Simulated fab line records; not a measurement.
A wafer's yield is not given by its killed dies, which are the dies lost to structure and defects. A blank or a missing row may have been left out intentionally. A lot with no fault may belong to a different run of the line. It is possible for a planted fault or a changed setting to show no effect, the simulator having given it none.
Chamber matching / flow nand-harc / rie-diel-13 running NHARC_P_M0_DESCUM_14: 4 sister chambers
The step chemistry O2, time 3 s. 8 wafers are shown with their chamber, then 12 later ones without.

== WAFERS, EACH WITH ITS CHAMBER ==
wafer=L085.1; chamber=1; drypump-motor-current-A (A)=6.0; oes-product-au (a.u.)=1.006
wafer=L087.1; chamber=1; drypump-motor-current-A (A)=6.0; oes-product-au (a.u.)=0.998
wafer=L087.3; chamber=2; drypump-motor-current-A (A)=5.9; oes-product-au (a.u.)=0.991
wafer=L088.3; chamber=0; drypump-motor-current-A (A)=6.7; oes-product-au (a.u.)=1.006
wafer=L088.6; chamber=0; drypump-motor-current-A (A)=6.6; oes-product-au (a.u.)=0.997
wafer=L091.3; chamber=2; drypump-motor-current-A (A)=5.9; oes-product-au (a.u.)=0.986
wafer=L091.4; chamber=3; drypump-motor-current-A (A)=5.0; oes-product-au (a.u.)=1.011
wafer=L091.6; chamber=3; drypump-motor-current-A (A)=5.0; oes-product-au (a.u.)=1.004

== WAFERS WITH NO CHAMBER GIVEN ==
wafer=L092.2; drypump-motor-current-A (A)=6.0; oes-product-au (a.u.)=0.996
wafer=L092.4; drypump-motor-current-A (A)=6.0; oes-product-au (a.u.)=0.984
wafer=L092.5; drypump-motor-current-A (A)=6.0; oes-product-au (a.u.)=0.987
wafer=L095.1; drypump-motor-current-A (A)=6.7; oes-product-au (a.u.)=0.995
wafer=L095.4; drypump-motor-current-A (A)=5.9; oes-product-au (a.u.)=0.979
wafer=L095.6; drypump-motor-current-A (A)=6.0; oes-product-au (a.u.)=1.001
wafer=L094.1; drypump-motor-current-A (A)=6.7; oes-product-au (a.u.)=1.002
wafer=L094.4; drypump-motor-current-A (A)=5.9; oes-product-au (a.u.)=0.997
wafer=L094.6; drypump-motor-current-A (A)=6.7; oes-product-au (a.u.)=1.012
wafer=L097.1; drypump-motor-current-A (A)=5.0; oes-product-au (a.u.)=1.005
wafer=L097.4; drypump-motor-current-A (A)=6.7; oes-product-au (a.u.)=1.004
wafer=L097.6; drypump-motor-current-A (A)=6.7; oes-product-au (a.u.)=0.995

== THE CHAMBER EACH PASSED THROUGH ==
wafer=L092.2; from the rows above=1; in truth=1
wafer=L092.4; from the rows above=can't be placed: 2 or 1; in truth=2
wafer=L092.5; from the rows above=can't be placed: 2 or 1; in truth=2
wafer=L095.1; from the rows above=0; in truth=0
wafer=L095.4; from the rows above=2; in truth=2
wafer=L095.6; from the rows above=1; in truth=1
wafer=L094.1; from the rows above=0; in truth=0
wafer=L094.4; from the rows above=can't be placed: 2 or 1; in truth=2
wafer=L094.6; from the rows above=0; in truth=0
wafer=L097.1; from the rows above=3; in truth=3
wafer=L097.4; from the rows above=0; in truth=0
wafer=L097.6; from the rows above=0; in truth=0
Correctly placed: 9 of 12. Cannot be placed on the basis of these rows: 3; the candidates contain the true chamber in 3. Number placed wrongly: 0.
How it was worked out, from the rows above alone: a wafer's distance from a chamber is the root of the sum, over the readings, of the square of ((its reading less the chamber's mean) divided by the reading's scatter). If the next closest chamber is less than 2 further off than the closest, the wafer can't be placed; otherwise it belongs to the closest. The mean given for a chamber averages the wafers shown for that chamber. The scatter: take each reading less its chamber's mean, square it, sum over the shown wafers, divide by the number of wafers less the number of chambers, and take the root.
